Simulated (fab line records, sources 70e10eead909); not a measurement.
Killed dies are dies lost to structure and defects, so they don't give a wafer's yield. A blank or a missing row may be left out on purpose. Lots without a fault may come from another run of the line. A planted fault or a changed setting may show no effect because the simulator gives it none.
A struck lot beside a sound one | flow nand_harc | 18 steps out of a route of 1159
Sound: wafers L164.1, L164.2, L164.6. Struck: wafers L171.3, L171.5, L171.6. The cause comes at the end.
At each step with rows: each side's tool, then ch and its chambers, then its first start. Under that, the readings that differ: sound wafers | struck wafers | difference of the means | sigmas: that difference in standard deviations of wafers without a fault.
alike: readings whose means differ by less than 2 such deviations, and words and numbers that are the same on both sides. not compared: withheld readings, readings that some wafer has no value for, bounds like >300 that may hide the same value, and numbers for which the record gives no deviation and whose values overlap.
The two part at a step that has a row with sigmas, a row that says differs or no value, or rows on one side only. Numbers that don't overlap but have no deviation are shown without sigmas and don't part them. A reading that every wafer of one side lacks parts them only if that side has two wafers or more.

NHARC_P_ZERO_WELL_CD_MEAS_24: target cd 720 nm.
  sound on cd_sem-01 ch 0, day 1 20:37; struck on cd_sem-02 ch 0, day 3 14:36
  alike: cd_nm
then, 1 step without rows for these wafers: NHARC_P_ZERO_WELL_HARDBAKE_25 (time 80 s).
NHARC_P_ZERO_WELL_DESCUM_26: chemistry O2, time 3 s.
  sound on rie_diel-04 ch 1,2, day 1 20:48; struck on rie_diel-12 ch 1,2, day 3 14:46
  reading                     | sound          | struck         | difference | sigmas
  drypump_motor_current_A (A) | 5.57 6.14 6.17 | 5.14 5.15 5.53 | -0.69      | -2
  rf_vpp_V (V)                | 57.4 57.2 56.8 | 59.1 58.5 59.8 | +2.0       | +2
  alike: oes_product_au, showerhead_plenum_p_Torr, throttle_valve_pct
  not compared: rf_hours_counter_h
then, 9 steps without rows for these wafers: NHARC_P_ZERO_WELL_IMPLANT_27; NHARC_P_ZERO_WELL_IMPLANT_57; NHARC_P_ZERO_WELL_IMPLANT_58; NHARC_P_ZERO_WELL_STRIP_28 (strips in SPM, time 840 s); NHARC_P_ZERO_WELL_DEHYDRATE_29 (time 120 s); NHARC_P_ZERO_WELL_HMDS_30 (time 30 s); NHARC_P_ZERO_WELL_COAT_31; NHARC_P_ZERO_WELL_SOFTBAKE_32 (time 95 s); NHARC_P_ZERO_WELL_EBR_33.
NHARC_P_ZERO_WELL_EXPOSE_34: exposes mask P PWELL, target cd 720 nm.
  sound on krf_scanner-02 ch 0, day 1 22:07; struck on krf_scanner-03 ch 0, day 3 16:05
  reading | sound                         | struck                        | difference | sigmas
  mask    | P_PWELL#0 P_PWELL#0 P_PWELL#0 | P_NWELL#0 P_NWELL#0 P_NWELL#0 | differs    |
then, 2 steps without rows for these wafers: NHARC_P_ZERO_WELL_PEB_35 (peb time 85 s); NHARC_P_ZERO_WELL_DEVELOP_36 (time 70 s).
NHARC_P_ZERO_WELL_CD_MEAS_37: target cd 720 nm.
  sound on cd_sem-02 ch 0, day 1 22:17; struck on cd_sem-03 ch 0, day 3 16:14
  reading    | sound             | struck | difference                    | sigmas
  cd_nm (nm) | 719.3 722.0 721.7 | - - -  | no value on the struck wafers |
then, 1 step without rows for these wafers: NHARC_P_ZERO_WELL_HARDBAKE_38 (time 80 s).
-- the record jumps here: 18 days lie between the struck wafers' starts before and after (it left off in module P_ZERO_WELL and takes up again in module END, whose first step shown is number 1159 of the route) --
NHARC_END_SORT_01:
  the record has rows for the struck wafers here (prober-01 ch 0, day 21 11:32) and none for the sound ones

WHERE THEY PART
First at NHARC_P_ZERO_WELL_DESCUM_26; last, within this record, at NHARC_END_SORT_01.

WHY: what the simulator had put in
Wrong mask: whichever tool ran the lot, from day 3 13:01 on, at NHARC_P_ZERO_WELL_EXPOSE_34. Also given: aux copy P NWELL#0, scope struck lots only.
